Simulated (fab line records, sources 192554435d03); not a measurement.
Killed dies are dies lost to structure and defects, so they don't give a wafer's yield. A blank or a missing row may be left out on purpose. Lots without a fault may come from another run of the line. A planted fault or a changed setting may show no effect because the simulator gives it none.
A struck lot beside a sound one | flow n5_finfet | 30 steps out of a route of 1938
Sound: wafers L875.2, L875.3, L875.5. Struck: wafer L863.1. (L863.4, L863.6 of the same lot were not struck and are left out.) The cause comes at the end.
At each step with rows: each side's tool, then ch and its chambers, then its first start. Under that, the readings that differ: sound wafers | struck wafers | difference of the means | sigmas: that difference in standard deviations of wafers without a fault.
alike: readings whose means differ by less than 2 such deviations, and words and numbers that are the same on both sides. not compared: withheld readings, readings that some wafer has no value for, bounds like >300 that may hide the same value, and numbers for which the record gives no deviation and whose values overlap.
The two part at a step that has a row with sigmas, a row that says differs or no value, or rows on one side only. Numbers that don't overlap but have no deviation are shown without sigmas and don't part them. A reading that every wafer of one side lacks parts them only if that side has two wafers or more.

N5_ZERO_LAYER_PRECLEAN_00: cleans in SPM, time 600 s.
  sound on wet_bench-04 ch 0,5,7, day 6 00:04; struck on wet_bench-01 ch 1,4,5, day 3 00:04
then, 15 steps without rows for these wafers: N5_ZERO_LAYER_SRD_01 (time 30 s, dry time 30 s); N5_ZERO_LAYER_PECVD_02 (deposits SiO2 from SiH4/N2O, target thk 10 nm, time 6 s); N5_ZERO_LAYER_HMDS_04 (time 60 s); N5_ZERO_LAYER_COAT_05 (resist thk 1000 nm); N5_ZERO_LAYER_EBR_07; N5_ZERO_LAYER_SOFTBAKE_06 (time 90 s); N5_ZERO_LAYER_EXPOSE_08 (exposes mask ZERO, defocus 0 nm, target cd 2000 nm); N5_ZERO_LAYER_PEB_09; N5_ZERO_LAYER_DEVELOP_10 (develop time 60 s); N5_ZERO_LAYER_HARDBAKE_23 (time 120 s); N5_ZERO_LAYER_DESCUM_16 (chemistry O2, time 7.9 s); N5_ZERO_LAYER_ETCH_17 (etches SiO2 in CF4, target depth 12 nm, time 13.3 s); N5_ZERO_LAYER_ETCH_18 (etches Si in HBr/Cl2, target depth 120 nm, time 40 s); N5_ZERO_LAYER_STRIP_24 (strips in O2); N5_ZERO_LAYER_STRIP_19 (strips in SPM, time 900 s).
N5_ZERO_LAYER_INSPECT_20: inspects for defects (darkfield).
  sound on defect_inspect-01, day 6 01:16; struck on defect_inspect-02, day 3 01:15
  reading          | sound    | struck | difference | sigmas
  raw_defect_count | 35 59 57 | 308    | +258       | +16
then, 8 steps without rows for these wafers: N5_WELL_APT_HMDS_01 (time 60 s); N5_WELL_APT_COAT_02 (resist thk 950 nm); N5_WELL_APT_EBR_04; N5_WELL_APT_SOFTBAKE_03 (time 60 s); N5_WELL_APT_EXPOSE_05 (exposes mask NWELL, defocus 0 nm, target cd 200 nm); N5_WELL_APT_PEB_06 (peb time 90 s); N5_WELL_APT_DEVELOP_07 (develop time 45 s); N5_WELL_APT_HARDBAKE_12 (time 120 s).
N5_WELL_APT_INSPECT_10: inspects for defects (macro).
  sound on defect_inspect-02, day 6 01:44; struck on defect_inspect-02, day 3 01:37
  reading          | sound | struck | difference | sigmas
  raw_defect_count | 1 5 1 | 270    | +268       | +99 or more
then, 1 step without rows for these wafers: N5_WELL_APT_DESCUM_13 (chemistry O2, time 7.9 s).
N5_WELL_APT_INSPECT_38: inspects for defects (darkfield).
  sound on defect_inspect-02, day 6 04:55; struck on defect_inspect-01, day 3 04:58
  reading          | sound  | struck | difference | sigmas
  raw_defect_count | 8 13 6 | 276    | +267       | +49
-- the record jumps here: 9 days lie between the struck wafers' starts before and after (it left off in module WELL_APT and takes up again in module BEOL_M4, whose first step shown is number 1111 of the route) --
N5_BEOL_M4_RC_MEAS_101:
  sound on prober-01 ch 0, day 15 15:56; struck on prober-01 ch 0, day 12 01:31
  alike: DIBL_N, DIBL_P, IOFF_N, IOFF_P, ION_N, ION_P, SS_N, SS_P, VT_N, VT_P
-- the record jumps here: 4 days lie between the struck wafers' starts before and after (it left off in module BEOL_M4 and takes up again in module PASSIVATION, whose first step shown is number 1936 of the route) --
N5_PASSIVATION_PROBE_49:
  the record has rows for the struck wafers here (prober-02, day 16 03:25) and none for the sound ones

WHERE THEY PART
First at N5_ZERO_LAYER_INSPECT_20; last, within this record, at N5_PASSIVATION_PROBE_49.

WHY: what the simulator had put in
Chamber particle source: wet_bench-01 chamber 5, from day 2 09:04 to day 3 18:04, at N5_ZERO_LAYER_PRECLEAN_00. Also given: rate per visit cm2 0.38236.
